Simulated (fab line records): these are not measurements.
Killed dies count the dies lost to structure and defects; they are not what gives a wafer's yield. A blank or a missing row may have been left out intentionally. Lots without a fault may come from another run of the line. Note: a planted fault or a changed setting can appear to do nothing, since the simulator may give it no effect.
Matching of chambers    flow n5-finfet    4 sister chambers for N5_BEOL_M2_ETCHBACK_99 on rie-diel-04
The step etches SiO2 in CHF3, target depth 5 nm, time 10.4 s. 4 wafers are shown with their chamber, then 12 later ones without.

== EACH WAFER AND ITS CHAMBER ==
wafer   chamber  drypump-motor-current-A (A)
L084.1  0        5.9
L087.2  3        5.2
L087.4  2        6.0
L087.6  1        5.8

== WAFERS WITH NO CHAMBER GIVEN ==
wafer   drypump-motor-current-A (A)
L089.1  6.0
L089.3  6.0
L089.6  6.0
L090.2  5.2
L090.3  6.0
L090.5  5.1
L095.1  5.1
L095.2  6.0
L095.3  5.8
L097.1  6.0
L097.3  5.1
L097.4  5.9

== THE CHAMBER EACH PASSED THROUGH ==
wafer   from the rows above      in truth
L089.1  can't be placed: 2 or 0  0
L089.3  can't be placed: 2 or 0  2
L089.6  can't be placed: 2 or 0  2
L090.2  3                        3
L090.3  can't be placed: 2 or 0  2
L090.5  3                        3
L095.1  3                        3
L095.2  can't be placed: 2 or 0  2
L095.3  1                        1
L097.1  can't be placed: 2 or 0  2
L097.3  3                        3
L097.4  can't be placed: 0 or 2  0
5 of 12 placed correctly. These rows do not allow placing 7 (true chamber among the candidates in 7). 0 placed wrongly.
How it was worked out, from the rows above alone: a wafer's distance from a chamber is the root of the sum, over the readings, of the square of ((its reading less the chamber's mean) divided by the reading's scatter). The wafer belongs to the nearest chamber; if the next one is less than 2 further off, it can't be placed. A chamber's mean is the mean of its shown wafers. The scatter (one wafer shown for each chamber): square how far every hidden wafer sits from the nearest shown wafer, average those squares and take the square root.
